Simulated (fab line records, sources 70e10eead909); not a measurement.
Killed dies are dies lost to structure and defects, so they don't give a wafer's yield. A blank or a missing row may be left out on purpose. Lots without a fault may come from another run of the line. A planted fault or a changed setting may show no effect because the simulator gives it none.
One fault seen from 2 desks | flow nand_harc | each desk has only its own numbers; what lay behind them comes last

THE TOOL OWNER'S DESK: rie_diel-07
The tool's own readings at NHARC_THIN_TSV_ETCH_44 (etches the open film in CF4/O2, target depth 1594.2 nm, time 797.1 s): means of the sampled wafers that have a number, for each lot that ran on this tool. A lot is out of limits, marked OUT, if its mean lies more than 4 standard deviations from the usual mean; the brackets give that distance.
Columns: A = drypump_motor_current_A at NHARC_THIN_TSV_ETCH_44, usual 5.9 A; B = oes_product_au at NHARC_THIN_TSV_ETCH_44, usual 1.000 a.u.; C = rf_vpp_V at NHARC_THIN_TSV_ETCH_44, usual 793 V; D = showerhead_plenum_p_Torr at NHARC_THIN_TSV_ETCH_44, usual 1.80 Torr; E = throttle_valve_pct at NHARC_THIN_TSV_ETCH_44, usual 16.915 %
lot  | first seen here | A   | B                | C   | D    | E
L699 | day 29 16:41    | 5.9 | 1.009            | 794 | 1.84 | 16.915
L700 | day 30 00:33    | 5.8 | 0.954 (-5.1) OUT | 793 | 1.81 | 16.917
L703 | day 31 02:56    | 5.9 | 0.958 (-4.6) OUT | 794 | 1.84 | 16.925
This desk's finding: out of limits on L700, L703; first on L700, day 30 00:33 (oes_product_au at NHARC_THIN_TSV_ETCH_44). In limits: L699.

THE METROLOGY DESK
What the gauges read, lot by lot, whatever tool the lot ran on: means of the sampled wafers that have a number. A lot is out of limits, marked OUT, if its mean lies more than 4 standard deviations from the usual mean; the brackets give that distance.
Columns: A = cd_nm at NHARC_THIN_TSV_CD_MEAS_12, usual 999.1 nm
lot  | first seen here | A
L696 | day 28 05:22    | 997.7
L699 | day 29 16:26    | 999.5
L700 | day 30 00:12    | 996.9
L703 | day 31 02:41    | 1000.5
L710 | day 33 14:11    | 1000.1
L709 | day 33 15:25    | 1001.2
This desk's finding: nothing out of limits on any of the 6 lots.

PUT TOGETHER
The tool owner's desk could have raised an alarm at day 30 00:33, on L700, L703.
The metrology desk saw nothing out of limits.
The metrology desk has L700, L703 on record, within its limits.
Of the lots named, all ran NHARC_THIN_TSV_ETCH_44 on rie_diel-07.

WHAT THE SIMULATOR HAD PUT IN
Process parameter drift: rie_diel-07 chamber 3, from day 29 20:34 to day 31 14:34, at NHARC_THIN_TSV_ETCH_44. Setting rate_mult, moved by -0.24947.
Lots struck among those shown: L700, L703.
Hours from the fault's start to each desk's first reading out of limits: the tool owner's desk, 4.
